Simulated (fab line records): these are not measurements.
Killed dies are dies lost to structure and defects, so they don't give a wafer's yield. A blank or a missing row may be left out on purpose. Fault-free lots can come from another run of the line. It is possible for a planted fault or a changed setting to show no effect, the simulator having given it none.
Which tool was responsible? || flow n5 finfet || Sampling: 7 lots, 21 wafers, 3 of 1938 route steps

== WHAT THE GAUGES READ, wafer by wafer ==
N5_BEOL_M11_OCD_MEAS_38.
{"lot": "L230", "measured": "day 10 13:15", "on": "ocd-02", "trench depth nm (nm)": "148.4 150.2 151.3"}
{"lot": "L231", "measured": "day 11 16:07", "on": "ocd-02", "trench depth nm (nm)": "146.6 150.6 146.3"}
{"lot": "L236", "measured": "day 13 09:27", "on": "ocd-02", "trench depth nm (nm)": "136.0 150.4 134.8"}
{"lot": "L238", "measured": "day 13 17:52", "on": "ocd-01", "trench depth nm (nm)": "147.4 150.9 136.0"}
{"lot": "L246", "measured": "day 15 04:59", "on": "ocd-02", "trench depth nm (nm)": "150.5 149.7 148.7"}
{"lot": "L248", "measured": "day 16 09:34", "on": "ocd-02", "trench depth nm (nm)": "148.2 150.2 148.9"}
{"lot": "L251", "measured": "day 17 00:29", "on": "ocd-01", "trench depth nm (nm)": "151.6 151.6 148.6"}

== EACH LOT AND THE TOOL THAT RAN IT (in order: tool; ch and the chambers of the sampled wafers; start) ==
{"lot": "L230", "N5_BEOL_M11_ETCH_62": "rie diel-05 ch 0,2,3, day 10 11:42", "N5_BEOL_M11_TRENCH_ETCH_37": "rie diel-05 ch 2,3, day 10 13:04"}
{"lot": "L231", "N5_BEOL_M11_ETCH_62": "rie diel-03 ch 0,1,3, day 11 13:40", "N5_BEOL_M11_TRENCH_ETCH_37": "rie diel-05 ch 2,3, day 11 15:56"}
{"lot": "L236", "N5_BEOL_M11_ETCH_62": "rie diel-05 ch 2,3, day 13 04:49", "N5_BEOL_M11_TRENCH_ETCH_37": "rie diel-05 ch 2,3, day 13 09:16"}
{"lot": "L238", "N5_BEOL_M11_ETCH_62": "rie diel-03 ch 0,2,3, day 13 15:16", "N5_BEOL_M11_TRENCH_ETCH_37": "rie diel-05 ch 0,2,3, day 13 17:41"}
{"lot": "L246", "N5_BEOL_M11_ETCH_62": "rie diel-06 ch 1,2,3, day 15 01:25", "N5_BEOL_M11_TRENCH_ETCH_37": "rie diel-06 ch 1,2, day 15 04:47"}
{"lot": "L248", "N5_BEOL_M11_ETCH_62": "rie diel-06 ch 0,1,3, day 16 06:53", "N5_BEOL_M11_TRENCH_ETCH_37": "rie diel-03 ch 0,1,3, day 16 09:23"}
{"lot": "L251", "N5_BEOL_M11_ETCH_62": "rie diel-03 ch 1,2,3, day 16 22:39", "N5_BEOL_M11_TRENCH_ETCH_37": "rie diel-06 ch 0,2,3, day 17 00:19"}
- N5_BEOL_M11_ETCH_62: etches SOC in N2/H2, target depth 110 nm, overetch 22 nm, time 165 s.
- N5_BEOL_M11_TRENCH_ETCH_37: etches SiCOH lowk in C4F6/O2, target depth 148.83 nm, time 48 s.

== THE ANSWER, worked out from the rows above alone ==
Rule: what is usual is taken from the lots themselves. The widest of any qualifying gaps counts: lots, ordered by their means at a reading, are off when they make up no more than a third of the lots, leave a main group of 4 or more, and stand apart from it by 3 or more times the standard deviation of that group's means. A main group whose means are all the same, to the digits that the tables above print for the reading, isn't used. A lot without any number at a reading at which 4 lots or more have one is off too. The other lots that the step has rows for count as sound.
Off: L236, L238 (N5_BEOL_M11_OCD_MEAS_38, trench depth nm). Main group: mean 149.4 nm, sd 0.93.
If a tool, at a process step before that reading, ran all the lots that are off and no sound lot after the first of them, it fits. Those tools and the gauges at N5_BEOL_M11_OCD_MEAS_38 are tried in the same way. One fits: N5_BEOL_M11_TRENCH_ETCH_37 on rie diel-05. A fault onset in the window from L231 (day 11 15:56, its last sound lot) to L236 (day 13 09:16, its first lot off) fits.

== WHAT HAD BEEN PUT IN BY THE SIMULATOR ==
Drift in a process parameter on rie diel-05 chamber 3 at N5_BEOL_M11_TRENCH_ETCH_37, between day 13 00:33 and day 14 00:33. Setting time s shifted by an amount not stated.
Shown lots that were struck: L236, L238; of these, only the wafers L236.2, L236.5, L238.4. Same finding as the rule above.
